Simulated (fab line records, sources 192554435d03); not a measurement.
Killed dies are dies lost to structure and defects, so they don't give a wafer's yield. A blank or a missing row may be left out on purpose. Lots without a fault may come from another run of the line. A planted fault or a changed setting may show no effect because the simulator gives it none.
fab line records | flow n5_finfet
record lots=24 wafers=72 last_day=18
route steps=1938 shown BEOL_M1@791 BEOL_M2@854
lots that met no fault: from a run of the same line without faults
start_h: hours from the record's first day to the start of the lot's first wafer shown | wait_h: hours since the lot's step before | " the same as in the row above | L1.1+2: a row that stands for several wafers | - no value, or no start given | * or withheld: withheld | < > ~ a bound
route shown NAME@n: a module of which the file shows steps, and the number in the route of the first | usual: mean/standard deviation of fault-free wafers | same: alike in all rows | chamber/n: place in a boat | sites: the reading at each site | _std_site: their standard deviation | _edge_site: outer sites' mean less inner sites' | radius_mm: how far each site lies from the wafer's centre | mask NAME#n: copy n | behind: the tool/chamber that last shaped the wafer | hold: why the lot was held/for how many hours/how that ended | device: the transistor (n, p or np) that didn't switch | end of line: the same wafers' tests at the end of the route | a step without rows: its recipe alone | killed: dies lost to structure and defects at the first sort, not the wafer's yield | map: a wafer's dies, x killed, . not, _ none there
set.NAME: the setting as run; set.NAME@STEP: as run at that earlier step | model.NAME: the simulator's own value behind a step, which no gauge read
steps of the route over a sample of lots; a table a step, a row a wafer
services: from which hour (start_h, from the record's first day; less than 0 if before it) a tool's chamber was out of use, for how many hours, and why
## steps
# step N5_BEOL_M1_ETCH_69
# recipe chemistry=CF4 target=SiARC target_depth_a=156 mask_material=CAR-EUV time_s=26 ion_energy_ev=80 pressure_mtorr=40 source_w=545 bias_w=36 Ar_flow_sccm=100 cf4_flow_sccm=100 ends=cleared
# usual bias_w=35.99/0.11 drypump_motor_current_A=5.9/0.53 etch_rf_on_time_s=26.1/0.69 oes_product_au=0.68/0.088 rf_vpp_V=184.4/1.1 showerhead_plenum_p_Torr=2.16/0.069 throttle_valve_pct=15.59/0.22
# columns lot.wafer tool chamber start_h wait_h bias_w drypump_motor_current_A etch_rf_on_time_s oes_product_au rf_hours_counter_h rf_vpp_V showerhead_plenum_p_Torr throttle_valve_pct
L074.2 rie_diel-05 2 127.51 0.0 36.09 6.4 26.0 0.80 18 184.0 2.12 15.52
L074.3 " 0 " " 36.20 5.4 25.7 0.61 196 186.0 2.21 15.54
L074.6 " 0 " " 36.15 5.4 25.8 0.61 - 185.3 2.21 15.57
L075.2 rie_diel-04 1 128.30 0.0 35.94 5.4 26.5 0.58 228 183.2 2.21 15.60
L075.5 " 0 " " 35.88 5.4 25.9 0.58 - 184.0 2.19 16.05
L075.6 " 1 " " 36.04 5.3 26.6 0.58 - 183.5 2.21 15.60
L076.1 rie_diel-05 2 136.78 0.0 35.98 6.5 26.1 0.79 20 184.9 2.12 15.53
L076.4 " 3 " " 35.89 6.4 26.6 0.69 83 183.8 2.07 15.45
L076.6 " 3 " " 35.97 6.4 26.7 0.69 - 183.4 2.07 15.45
L077.2 rie_diel-05 2 143.62 0.0 36.03 6.5 26.2 0.80 22 182.8 2.12 15.54
L077.5 " 0 " " 35.86 5.4 25.7 0.62 - 183.9 2.21 15.55
L077.6 " 1 " " 35.95 5.6 25.8 0.67 - 183.9 2.07 15.49
L078.1 rie_diel-02 0 149.84 0.0 35.90 5.1 25.2 0.60 242 182.4 2.02 15.75
L078.3 " 3 " " 36.01 6.5 26.7 0.66 141 184.3 2.14 15.67
L078.5 " 1 " " 35.79 6.2 27.4 0.58 - 183.4 2.12 15.97
L079.1 rie_diel-04 3 153.63 0.0 35.96 5.5 26.4 0.84 1 185.1 2.28 15.13
L079.2 " 0 " " 35.82 5.4 26.3 0.57 241 184.1 2.19 16.09
L079.4 " 1 " " 36.05 5.3 26.8 0.58 236 184.2 2.20 15.62
L080.1 rie_diel-04 0 159.96 0.0 35.95 5.4 26.0 0.57 242 185.4 2.19 16.08
L080.3 " 3 " " 35.92 5.5 26.3 0.83 3 185.5 2.28 15.11
L080.4 " 2 " " 36.08 5.7 25.9 0.60 231 182.6 2.21 15.65
L081.1 rie_diel-04 3 169.65 0.0 35.81 5.5 25.8 0.82 6 186.1 2.28 15.16
L081.3 " 1 " " 35.89 5.3 26.4 0.58 240 185.4 2.20 15.59
L081.5 " 2 " " 35.96 5.7 25.5 0.61 - 185.5 2.21 15.66
L082.2 rie_diel-05 2 176.39 0.0 35.97 6.4 26.1 0.77 32 184.3 2.11 15.57
L082.4 " 0 " " 35.95 5.4 25.8 0.61 207 186.0 2.20 15.57
L082.6 " 3 " " 36.27 6.3 26.8 0.67 - 184.7 2.07 15.50
L083.1 rie_diel-05 3 181.97 0.0 36.08 6.3 26.9 0.68 98 183.5 2.07 15.47
L083.5 " 0 " " 35.97 5.4 25.8 0.61 - 185.2 2.20 15.57
L083.6 " 1 " " 35.87 5.6 25.9 0.66 - 183.6 2.07 15.50
L084.3 rie_diel-05 2 190.93 0.0 35.81 6.5 25.5 0.78 36 184.0 2.11 15.58
L084.4 " 0 " " 35.96 5.5 25.5 0.60 211 186.3 2.20 15.59
L084.5 " 0 " " 35.94 5.5 25.1 0.61 - 187.0 2.20 15.59
L085.1 rie_diel-04 2 197.31 0.0 36.04 5.7 25.7 0.60 243 184.1 2.20 15.68
L085.4 " 2 " " 36.22 5.7 25.7 0.60 - 186.2 2.20 15.69
L085.5 " 1 " " 36.10 5.3 26.4 0.58 - 184.9 2.20 15.64
L086.1 rie_diel-05 0 198.74 0.0 35.90 5.4 26.0 0.59 214 185.6 2.20 15.59
L086.2 " 3 " " 36.17 6.3 26.7 0.66 103 184.3 2.06 15.50
L086.5 " 0 " " 36.00 5.4 25.7 0.60 - 184.6 2.20 15.58
L087.3 rie_diel-04 2 203.94 0.0 36.22 5.7 25.9 0.59 247 185.4 2.20 15.69
L087.4 " 2 " " 35.96 5.7 25.4 0.60 - 185.7 2.20 15.70
L087.6 " 1 " " 35.98 5.3 26.5 0.58 - 184.5 2.20 15.63
L088.2 rie_diel-02 1 207.51 0.0 36.08 6.2 27.2 0.78 7 184.0 2.11 15.48
L088.3 " 3 " " 36.04 6.4 26.8 0.64 164 184.4 2.13 15.74
L088.5 " 2 " " 36.00 6.7 27.2 0.69 - 184.1 2.17 15.90
L089.1 rie_diel-02 3 216.77 0.0 36.14 6.5 26.0 0.65 166 184.0 2.13 15.75
L089.2 " 1 " " 35.81 6.2 26.5 0.77 10 183.0 2.11 15.48
L089.4 " 2 " " 36.01 6.8 26.5 0.69 84 185.1 2.17 15.89
L090.3 rie_diel-02 0 221.74 0.0 35.93 5.1 24.5 0.87 5 185.7 2.27 15.27
L090.4 " 2 " " 35.97 6.7 26.8 0.68 86 184.3 2.17 15.89
L090.6 " 0 " " 35.97 5.1 24.3 0.88 - 184.5 2.27 15.25
L091.1 rie_diel-02 1 227.05 0.0 36.00 6.2 26.6 0.76 13 182.6 2.11 15.49
L091.3 " 3 " " 36.06 6.5 26.5 0.65 170 182.4 2.13 15.74
L091.4 " 0 " " 35.90 5.0 24.2 0.86 6 185.4 2.27 15.27
L092.2 rie_diel-04 0 228.52 0.0 35.99 5.4 26.4 0.81 3 183.5 2.19 15.62
L092.4 " 2 " " 35.97 5.7 25.4 0.60 - 184.0 2.20 15.71
L092.6 " 0 " " 35.91 5.4 26.1 0.82 - 185.3 2.19 15.62
L093.2 rie_diel-02 0 237.12 0.0 35.98 5.1 24.4 0.86 9 186.9 2.27 15.26
L093.5 " 2 " " 36.12 6.7 26.8 0.68 - 184.7 2.17 15.91
L093.6 " 1 " " 36.03 6.2 27.1 0.75 - 182.4 2.11 15.49
L094.1 rie_diel-05 1 240.42 0.0 36.01 5.6 25.6 0.65 156 183.7 2.06 15.53
L094.4 " 3 " " 35.86 6.4 26.4 0.67 117 182.9 2.06 15.50
L094.6 " 0 " " 36.23 5.5 25.4 0.60 - 184.7 2.20 15.62
L095.1 rie_diel-02 2 249.90 0.0 35.96 6.7 27.2 0.67 95 185.5 2.16 15.92
L095.3 " 1 " " 35.85 6.2 26.9 0.75 20 184.4 2.11 15.51
L095.4 " 3 " " 35.90 6.5 26.6 0.63 177 184.9 2.13 15.75
L096.2 rie_diel-02 2 253.58 0.0 35.85 6.7 26.9 0.67 96 185.3 2.16 15.94
L096.3 " 1 " " 35.89 6.2 26.8 0.74 21 183.4 2.11 15.52
L096.4 " 0 " " 35.77 5.0 24.4 0.84 14 186.7 2.26 15.28
L097.1 rie_diel-05 1 263.58 0.0 36.18 5.6 25.7 0.64 162 184.3 2.06 15.56
L097.2 " 0 " " 35.97 5.4 25.6 0.59 234 186.1 2.19 15.65
L097.6 " 3 " " 36.04 6.4 26.5 0.66 - 182.2 2.06 15.51
# step N5_BEOL_M1_ANNEAL_87
# recipe temp_c=400 time_s=240 ambient=vacuum
# usual heater_power_w=831/64
# columns lot.wafer tool chamber start_h wait_h heater_power_w
L074.2 pvd_sputter-02 - 129.69 0.0 775
L074.3 " - " " 819
L074.6 " - " " 757
L075.2 pvd_sputter-01 - 133.42 0.0 765
L075.5 " - " " 993
L075.6 " - " " 781
L076.1 pvd_sputter-02 - 139.71 0.0 825
L076.4 " - " " 796
L076.6 " - " " 824
L077.2 pvd_sputter-03 - 147.37 0.0 807
L077.5 " - " " 796
L077.6 " - " " 801
L078.1 pvd_sputter-01 - 152.38 0.0 780
L078.3 " - " " 729
L078.5 " - " " 733
L079.1 pvd_sputter-03 - 159.92 0.0 772
L079.2 " - " " 895
L079.4 " - " " 813
L080.1 pvd_sputter-03 - 163.04 0.0 800
L080.3 " - " " 790
L080.4 " - " " 781
L081.1 pvd_sputter-03 - 182.31 0.0 799
L081.3 " - " " 881
L081.5 " - " " 796
L082.2 pvd_sputter-02 - 182.45 0.0 816
L082.4 " - " " 829
L082.6 " - " " 834
L083.1 pvd_sputter-03 - 186.46 0.0 801
L083.5 " - " " 801
L083.6 " - " " 806
L084.3 pvd_sputter-02 - 195.25 0.0 911
L084.4 " - " " 772
L084.5 " - " " 829
L085.1 pvd_sputter-03 - 201.82 0.0 780
L085.4 " - " " 787
L085.5 " - " " 779
L086.1 pvd_sputter-01 - 203.60 0.0 896
L086.2 " - " " 743
L086.5 " - " " 784
L087.3 pvd_sputter-01 - 208.24 0.0 881
L087.4 " - " " 765
L087.6 " - " " 974
L088.2 pvd_sputter-02 - 209.70 0.0 916
L088.3 " - " " 769
L088.5 " - " " 918
L089.1 pvd_sputter-02 - 223.34 0.0 922
L089.2 " - " " 836
L089.4 " - " " 835
L090.3 pvd_sputter-03 - 227.57 0.0 777
L090.4 " - " " 811
L090.6 " - " " 815
L091.1 pvd_sputter-03 - 233.29 0.0 797
L091.3 " - " " 793
L091.4 " - " " 776
L092.2 pvd_sputter-03 - 235.23 0.0 832
L092.4 " - " " 784
L092.6 " - " " 781
L093.2 pvd_sputter-02 - 241.71 0.0 770
L093.5 " - " " 838
L093.6 " - " " 766
L094.1 pvd_sputter-01 - 244.34 0.0 735
L094.4 " - " " 875
L094.6 " - " " 751
L095.1 pvd_sputter-01 - 254.59 0.0 961
L095.3 " - " " 787
L095.4 " - " " 874
L096.2 pvd_sputter-02 - 259.48 0.0 853
L096.3 " - " " 920
L096.4 " - " " 825
L097.1 pvd_sputter-03 - 269.89 0.0 827
L097.2 " - " " 788
L097.6 " - " " 814
# step N5_BEOL_M1_SPUTTER_94
# recipe material=Cu target_thk_a=45 temp_c=-20 chamber_pressure_pa=0.07 power_w=withheld time_s=8.29
# usual throttle_valve_pct=29.9/1
# columns lot.wafer tool chamber start_h wait_h throttle_valve_pct
L074.2 pvd_sputter-02 - 130.49 0.1 29.3
L074.3 " - " " 28.7
L074.6 " - " " 29.2
L075.2 pvd_sputter-01 - 134.22 0.1 31.0
L075.5 " - " " 30.6
L075.6 " - " " 31.1
L076.1 pvd_sputter-02 - 140.51 0.1 29.4
L076.4 " - " " 29.6
L076.6 " - " " 29.1
L077.2 pvd_sputter-03 - 148.17 0.1 30.5
L077.5 " - " " 31.9
L077.6 " - " " 30.9
L078.1 pvd_sputter-01 - 153.18 0.1 31.1
L078.3 " - " " 29.2
L078.5 " - " " 29.3
L079.1 pvd_sputter-03 - 160.72 0.1 30.3
L079.2 " - " " 29.5
L079.4 " - " " 31.8
L080.1 pvd_sputter-03 - 163.84 0.1 28.5
L080.3 " - " " 30.9
L080.4 " - " " 32.0
L081.1 pvd_sputter-03 - 183.11 0.1 28.3
L081.3 " - " " 29.7
L081.5 " - " " 30.9
L082.2 pvd_sputter-02 - 183.25 0.1 28.5
L082.4 " - " " 29.3
L082.6 " - " " 29.4
L083.1 pvd_sputter-03 - 187.26 0.1 31.7
L083.5 " - " " 31.9
L083.6 " - " " 28.3
L084.3 pvd_sputter-02 - 196.05 0.1 29.5
L084.4 " - " " 29.4
L084.5 " - " " 28.9
L085.1 pvd_sputter-03 - 202.62 0.1 31.5
L085.4 " - " " 30.4
L085.5 " - " " 30.1
L086.1 pvd_sputter-01 - 204.40 0.1 30.4
L086.2 " - " " 29.6
L086.5 " - " " 31.5
L087.3 pvd_sputter-01 - 209.04 0.1 30.2
L087.4 " - " " 30.9
L087.6 " - " " 30.1
L088.2 pvd_sputter-02 - 210.50 0.1 29.6
L088.3 " - " " 29.3
L088.5 " - " " 29.2
L089.1 pvd_sputter-02 - 224.14 0.1 29.4
L089.2 " - " " 29.3
L089.4 " - " " 28.7
L090.3 pvd_sputter-03 - 228.37 0.1 30.9
L090.4 " - " " 28.5
L090.6 " - " " 30.7
L091.1 pvd_sputter-03 - 234.09 0.1 28.6
L091.3 " - " " 31.5
L091.4 " - " " 30.4
L092.2 pvd_sputter-03 - 236.03 0.1 28.4
L092.4 " - " " 30.5
L092.6 " - " " 30.7
L093.2 pvd_sputter-02 - 242.51 0.1 29.3
L093.5 " - " " 29.6
L093.6 " - " " 29.2
L094.1 pvd_sputter-01 - 245.14 0.1 29.4
L094.4 " - " " 30.2
L094.6 " - " " 29.7
L095.1 pvd_sputter-01 - 255.39 0.1 30.4
L095.3 " - " " 31.4
L095.4 " - " " 30.3
L096.2 pvd_sputter-02 - 260.38 0.1 29.1
L096.3 " - " " 29.4
L096.4 " - " " 28.5
L097.1 pvd_sputter-03 - 270.69 0.1 28.7
L097.2 " - " " 31.9
L097.6 " - " " 31.7
# step N5_BEOL_M1_RS_MEAS_58
# recipe thk_meas_gauge=four-point-probe reads=Co_of_BEOL_M1_CO_CAP_55+Cu_of_BEOL_M1_ECD_50+Co_of_BEOL_M1_CVD_47+TaN_of_BEOL_M1_ALD_84
# usual M1_RS=0.67/0.035
# columns lot.wafer tool chamber start_h wait_h M1_RS[ohm/sq]
L074.2 film_metro-01 - 132.08 0.1 0.71
L074.3 " - " " 0.75
L074.6 " - " " 0.65
L075.2 film_metro-02 - 135.75 0.1 0.65
L075.5 " - " " 0.60
L075.6 " - " " 0.67
L076.1 film_metro-02 - 142.05 0.0 0.64
L076.4 " - " " 0.62
L076.6 " - " " 0.60
L077.2 film_metro-02 - 149.44 0.1 0.64
L077.5 " - " " 0.61
L077.6 " - " " 0.65
L078.1 film_metro-02 - 154.57 0.0 0.74
L078.3 " - " " 0.73
L078.5 " - " " 0.73
L079.1 film_metro-01 - 161.99 0.0 0.71
L079.2 " - " " 0.70
L079.4 " - " " 0.65
L080.1 film_metro-01 - 165.10 0.0 0.73
L080.3 " - " " 0.69
L080.4 " - " " 0.67
L081.1 film_metro-02 - 184.42 0.0 0.66
L081.3 " - " " 0.67
L081.5 " - " " 0.63
L082.2 film_metro-02 - 184.65 0.1 0.67
L082.4 " - " " 0.64
L082.6 " - " " 0.65
L083.1 film_metro-01 - 188.53 0.0 0.66
L083.5 " - " " 0.63
L083.6 " - " " 0.65
L084.3 film_metro-02 - 197.35 0.1 0.69
L084.4 " - " " 0.68
L084.5 " - " " 0.71
L085.1 film_metro-01 - 204.22 0.0 0.67
L085.4 " - " " 0.66
L085.5 " - " " 0.64
L086.1 film_metro-02 - 205.84 0.0 0.70
L086.2 " - " " 0.65
L086.5 " - " " 0.62
L087.3 film_metro-01 - 210.32 0.1 0.65
L087.4 " - " " 0.63
L087.6 " - " " 0.67
L088.2 film_metro-01 - 211.77 0.1 0.64
L088.3 " - " " 0.69
L088.5 " - " " 0.69
L089.1 film_metro-01 - 225.42 0.1 0.63
L089.2 " - " " 0.64
L089.4 " - " " 0.65
L090.3 film_metro-02 - 229.66 0.1 0.71
L090.4 " - " " 0.62
L090.6 " - " " 0.62
L091.1 film_metro-02 - 235.36 0.0 0.67
L091.3 " - " " 0.66
L091.4 " - " " 0.65
L092.2 film_metro-01 - 237.37 0.1 0.64
L092.4 " - " " 0.62
L092.6 " - " " 0.66
L093.2 film_metro-01 - 243.80 0.1 0.66
L093.5 " - " " 0.65
L093.6 " - " " 0.66
L094.1 film_metro-02 - 246.41 0.0 0.71
L094.4 " - " " 0.67
L094.6 " - " " 0.63
L095.1 film_metro-01 - 256.65 0.0 0.72
L095.3 " - " " 0.72
L095.4 " - " " 0.69
L096.2 film_metro-01 - 261.74 0.1 0.66
L096.3 " - " " 0.69
L096.4 " - " " 0.66
L097.1 film_metro-01 - 271.98 0.1 0.74
L097.2 " - " " 0.70
L097.6 " - " " 0.70
# step N5_BEOL_M1_INSPECT_59
# recipe inspect_instrument=darkfield mode=post_dep
# usual raw_defect_count=71/21
# columns lot.wafer tool chamber start_h wait_h raw_defect_count
L074.2 defect_inspect-01 - 132.11 0.0 73
L074.3 " - " " 63
L074.6 " - " " 115
L075.2 defect_inspect-02 - 135.78 0.0 82
L075.5 " - " " 66
L075.6 " - " " 48
L076.1 defect_inspect-02 - 142.08 0.0 84
L076.4 " - " " 100
L076.6 " - " " 66
L077.2 defect_inspect-01 - 149.47 0.0 55
L077.5 " - " " 46
L077.6 " - " " 41
L078.1 defect_inspect-02 - 154.59 0.0 54
L078.3 " - " " 77
L078.5 " - " " 75
L079.1 defect_inspect-02 - 162.02 0.0 88
L079.2 " - " " 54
L079.4 " - " " 81
L080.1 defect_inspect-01 - 165.13 0.0 61
L080.3 " - " " 56
L080.4 " - " " 53
L081.1 defect_inspect-01 - 184.45 0.0 50
L081.3 " - " " 49
L081.5 " - " " 39
L082.2 defect_inspect-01 - 184.68 0.0 73
L082.4 " - " " 69
L082.6 " - " " 72
L083.1 defect_inspect-01 - 188.55 0.0 105
L083.5 " - " " 82
L083.6 " - " " 98
L084.3 defect_inspect-01 - 197.38 0.0 58
L084.4 " - " " 73
L084.5 " - " " 37
L085.1 defect_inspect-02 - 204.25 0.0 72
L085.4 " - " " 57
L085.5 " - " " 68
L086.1 defect_inspect-01 - 205.87 0.0 49
L086.2 " - " " 79
L086.5 " - " " 76
L087.3 defect_inspect-01 - 210.35 0.0 57
L087.4 " - " " 81
L087.6 " - " " 47
L088.2 defect_inspect-01 - 211.79 0.0 62
L088.3 " - " " 79
L088.5 " - " " 60
L089.1 defect_inspect-02 - 225.45 0.0 49
L089.2 " - " " 64
L089.4 " - " " 46
L090.3 defect_inspect-02 - 229.68 0.0 70
L090.4 " - " " 37
L090.6 " - " " 56
L091.1 defect_inspect-01 - 235.39 0.0 80
L091.3 " - " " 59
L091.4 " - " " 69
L092.2 defect_inspect-01 - 237.39 0.0 73
L092.4 " - " " 70
L092.6 " - " " 82
L093.2 defect_inspect-01 - 243.83 0.0 75
L093.5 " - " " 100
L093.6 " - " " 84
L094.1 defect_inspect-02 - 246.43 0.0 59
L094.4 " - " " 54
L094.6 " - " " 58
L095.1 defect_inspect-01 - 256.68 0.0 82
L095.3 " - " " 61
L095.4 " - " " 34
L096.2 defect_inspect-01 - 261.77 0.0 91
L096.3 " - " " 44
L096.4 " - " " 65
L097.1 defect_inspect-02 - 272.01 0.0 141
L097.2 " - " " 102
L097.6 " - " " 122
# step N5_BEOL_M2_CD_MEAS_11
# recipe target_cd_nm=16.79 landing_energy_ev=500 detector=se_inlens polarity=opening
# usual cd_nm=16.87/0.23
# columns lot.wafer tool chamber start_h wait_h cd_nm
L074.2 cd_sem-02 0 132.78 - 16.51
L074.3 " 0 " " 16.26
L074.6 " 0 " " 16.89
L075.2 cd_sem-03 0 137.27 - 16.72
L075.5 " 0 " " 16.98
L075.6 " 0 " " 16.98
L076.1 cd_sem-02 0 143.42 - 16.77
L076.4 " 0 " " 16.43
L076.6 " 0 " " 16.54
L077.2 cd_sem-01 0 150.06 - 16.80
L077.5 " 0 " " 16.76
L077.6 " 0 " " 16.62
L078.1 cd_sem-02 0 158.24 - 16.45
L078.3 " 0 " " 16.85
L078.5 " 0 " " 17.31
L079.1 cd_sem-02 0 162.66 - 17.05
L079.2 " 0 " " 17.23
L079.4 " 0 " " 16.74
L080.1 cd_sem-02 0 166.41 - 16.89
L080.3 " 0 " " 16.62
L080.4 " 0 " " 16.62
L081.1 cd_sem-01 0 185.86 - 17.28
L081.3 " 0 " " 16.85
L081.5 " 0 " " 17.06
L082.2 cd_sem-01 0 186.03 - 16.64
L082.4 " 0 " " 16.84
L082.6 " 0 " " 17.06
L083.1 cd_sem-02 0 190.35 - 17.03
L083.5 " 0 " " 17.27
L083.6 " 0 " " 16.94
L084.3 cd_sem-01 0 199.80 - 16.71
L084.4 " 0 " " 16.46
L084.5 " 0 " " 17.20
L085.1 cd_sem-01 0 206.18 - 17.02
L085.4 " 0 " " 16.88
L085.5 " 0 " " 16.60
L086.1 cd_sem-02 0 207.28 - 16.77
L086.2 " 0 " " 17.21
L086.5 " 0 " " 17.04
L087.3 cd_sem-02 0 211.86 - 16.63
L087.4 " 0 " " 16.85
L087.6 " 0 " " 16.75
L088.2 cd_sem-02 0 214.91 - 16.83
L088.3 " 0 " " 17.00
L088.5 " 0 " " 16.90
L089.1 cd_sem-01 0 226.78 - 16.99
L089.2 " 0 " " 16.89
L089.4 " 0 " " 16.93
L090.3 cd_sem-01 0 232.65 - 16.99
L090.4 " 0 " " 16.74
L090.6 " 0 " " 16.54
L091.1 cd_sem-03 0 238.22 - 16.89
L091.3 " 0 " " 16.69
L091.4 " 0 " " 16.97
L092.2 cd_sem-01 0 238.59 - 16.88
L092.4 " 0 " " 16.56
L092.6 " 0 " " 17.26
L093.2 cd_sem-02 0 245.87 - 16.88
L093.5 " 0 " " 16.37
L093.6 " 0 " " 16.82
L094.1 cd_sem-02 0 247.18 - 16.74
L094.4 " 0 " " 16.32
L094.6 " 0 " " 16.79
L095.1 cd_sem-03 0 258.22 - 16.76
L095.3 " 0 " " 16.69
L095.4 " 0 " " 16.72
L096.2 cd_sem-03 0 262.50 - 17.07
L096.3 " 0 " " 17.41
L096.4 " 0 " " 16.82
L097.1 cd_sem-03 0 274.42 - 17.17
L097.2 " 0 " " 17.30
L097.6 " 0 " " 17.63
## services
# columns tool chamber start_h hours kind
pvd_sputter-01 - 129.72 1.9 repair
rie_diel-04 3 136.00 - clean
rie_diel-04 3 136.00 - consumable_replace:focus_ring
rie_diel-04 3 136.00 - consumable_replace:showerhead
rie_diel-04 3 136.00 14.5 scheduled_down
rie_diel-04 3 136.00 14.5 vent_cycle
rie_diel-04 1 142.41 4.1 repair
rie_diel-05 0 149.93 9.9 repair
rie_diel-02 1 158.69 - clean
rie_diel-02 1 158.69 - consumable_replace:focus_ring
rie_diel-02 1 158.69 32.3 scheduled_down
rie_diel-02 1 158.69 32.3 vent_cycle
rie_diel-04 0 184.42 - clean
rie_diel-04 0 184.42 - consumable_replace:esc
rie_diel-04 0 184.42 - consumable_replace:focus_ring
rie_diel-04 0 184.42 36.4 scheduled_down
rie_diel-04 0 184.42 36.4 vent_cycle
rie_diel-02 0 191.04 - clean
rie_diel-02 0 191.04 - consumable_replace:focus_ring
rie_diel-02 0 191.04 - consumable_replace:showerhead
rie_diel-02 0 191.04 13.5 scheduled_down
rie_diel-02 0 191.04 13.5 vent_cycle
rie_diel-04 1 220.95 - clean
rie_diel-04 1 220.95 - consumable_replace:focus_ring
## key
fault none
